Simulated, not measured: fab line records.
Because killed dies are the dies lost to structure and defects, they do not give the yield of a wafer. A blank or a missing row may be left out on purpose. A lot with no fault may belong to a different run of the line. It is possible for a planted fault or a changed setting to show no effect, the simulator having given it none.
Problem report in the 8D (eight disciplines) form, filled by code + flow n5-finfet + the parts of the form that need people (team, actions taken, sign-off) are left out

1. THE PROBLEM
A mean of 127 is read at N5_PASSIVATION_PROBE_49 for killed-at-front-end, taken on 1 wafer of 1 lot, against 37 (standard deviation 11) on wafers free of any fault. Relative to the usual mean, that is a shift of +8.2 standard deviations.
Seen first at day 16 20:54 on prober-02, wafer L329.6. The record holds 3 wafers of 1 lot with a number at this step. Rule for "out", or "out of limits": more than 4 standard deviations from the usual mean. Any other wafer with a number is counted as sound.

2. WHAT THIS IS AND IS NOT
| question                    | is                                                                                                                      | is not                                                                                                                 |
|-----------------------------|-------------------------------------------------------------------------------------------------------------------------|------------------------------------------------------------------------------------------------------------------------|
| which readings at this step | killed-at-front-end, defect-limited-yield, killed-dies, killed-on-rim, sort_bin_5_function, sort-n-pass, sort-yield-pct | killed_at_M0_to_M3, killed_at_M4_up, killed-at-contacts, killed-at-other, killed-open, killed-short, sort_bin_6_memory |
| which lots                  | L329                                                                                                                    | -                                                                                                                      |
| which wafers of those lots  | L329.6                                                                                                                  | L329.2, L329.4                                                                                                         |
| read on which tools         | prober-02                                                                                                               | -                                                                                                                      |
| when                        | from day 16 20:54                                                                                                       | up to then (2 sound wafers)                                                                                            |

3. WHAT RULES OUT EACH SUSPECT
Counting: any tool at a process step up to the reading remains a suspect provided it ran every lot that is out. Sound lots after the first of them don't rule it out here, since some wafers of a struck lot are sound.
- wet-bench-01 at N5_GATE_CUT_PRECLEAN_31 (cleans in DIW, time 300 s): kept. It ran the lot that is out, L329 (day 8 11:14).
- ald-hk-02 at N5_MIM_TOP_ALD_01 (deposits HfO2, target thk 5.6 nm, pulse time 1 s, purge time 3 s): kept. It ran the lot that is out, L329 (day 16 10:41). Because N5_MIM_TOP_ALD_01 lacks a start for some lots, the hours and order of its lots are taken from N5_PASSIVATION_PECVD_01.
- pecvd-04 at N5_PASSIVATION_PECVD_01 (deposits SiNx from SiH4/NH3/N2, target thk 200 nm, time 43.2 s): kept. It ran the lot that is out, L329 (day 16 10:41).
- prober-02 at N5_PASSIVATION_PROBE_49: kept. It ran the lot that is out, L329 (day 16 20:42). Out on those wafers are its own readings of defect-limited-yield, killed-at-front-end, killed-dies, killed-on-rim, sort_bin_5_function, sort-n-pass, sort-yield-pct.
- Within wet-bench-01 at N5_GATE_CUT_PRECLEAN_31: the wafers that are out ran in chamber 3; their sound lot-mates ran in chambers 1, 5.
Left after counting: wet-bench-01 at N5_GATE_CUT_PRECLEAN_31, ald-hk-02 at N5_MIM_TOP_ALD_01, pecvd-04 at N5_PASSIVATION_PECVD_01, prober-02 at N5_PASSIVATION_PROBE_49.

4. THE CAUSE (what the simulator had put in)
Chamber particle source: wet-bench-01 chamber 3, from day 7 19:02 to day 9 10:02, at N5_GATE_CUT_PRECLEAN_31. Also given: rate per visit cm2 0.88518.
4 suspects survive the count, and this tool is in that group.

5. THE EFFECT CHAIN, in route order
Rows list readings where the struck wafers' mean (over those with a number) sits beyond 3 standard deviations from the usual. Only readings whose record carries a usual standard deviation are examined. hours: median over the lots of the time between each lot's start at the first step of this table that gives one and its start at this step. sigmas: the change, counted in usual standard deviations.
| hours | step                    | reading                    | usual  | on struck wafers | change | sigmas |
|-------|-------------------------|----------------------------|--------|------------------|--------|--------|
| -     | N5_MIM_TOP_ALD_01       | precursor-pulse-height-rel | 1.002  | 0.936            | -0.066 | -3.1   |
| 0     | N5_PASSIVATION_PROBE_49 | defect-limited-yield       | 91.4 % | 84.4             | -7.0   | -4.7   |
| 0     | N5_PASSIVATION_PROBE_49 | killed-at-front-end        | 37     | 127              | +90    | +8.2   |
| 0     | N5_PASSIVATION_PROBE_49 | killed-dies                | 102    | 184              | +82    | +4.6   |
| 0     | N5_PASSIVATION_PROBE_49 | killed-on-rim              | 13     | 28               | +15    | +4.1   |
| 0     | N5_PASSIVATION_PROBE_49 | sort_bin_5_function        | 5.1 %  | 9.7              | +4.6   | +4.2   |
| 0     | N5_PASSIVATION_PROBE_49 | sort-n-pass                | 1078   | 996              | -82    | -4.6   |
| 0     | N5_PASSIVATION_PROBE_49 | sort-yield-pct             | 91.4 % | 84.4             | -7.0   | -4.7   |
It contains these process steps:
- N5_MIM_TOP_ALD_01: deposits HfO2, target thk 5.6 nm, pulse time 1 s, purge time 3 s.
- N5_PASSIVATION_PROBE_49

6. WHAT WOULD HAVE CAUGHT IT SOONER
In this record the first reading out of limits was taken at day 16 20:54, 218 hours after the fault began at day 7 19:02.
Tool readings at N5_GATE_CUT_PRECLEAN_31 with a usual standard deviation given in the record: none out on any struck wafer, hence no alarm at a limit of 4 standard deviations on them.
The start of N5_GATE_CUT_PRECLEAN_31 on wet-bench-01 came by day 16 20:54 for every one of the lots that are out (1). Had the tool been put on hold then, not one of them would have been saved.
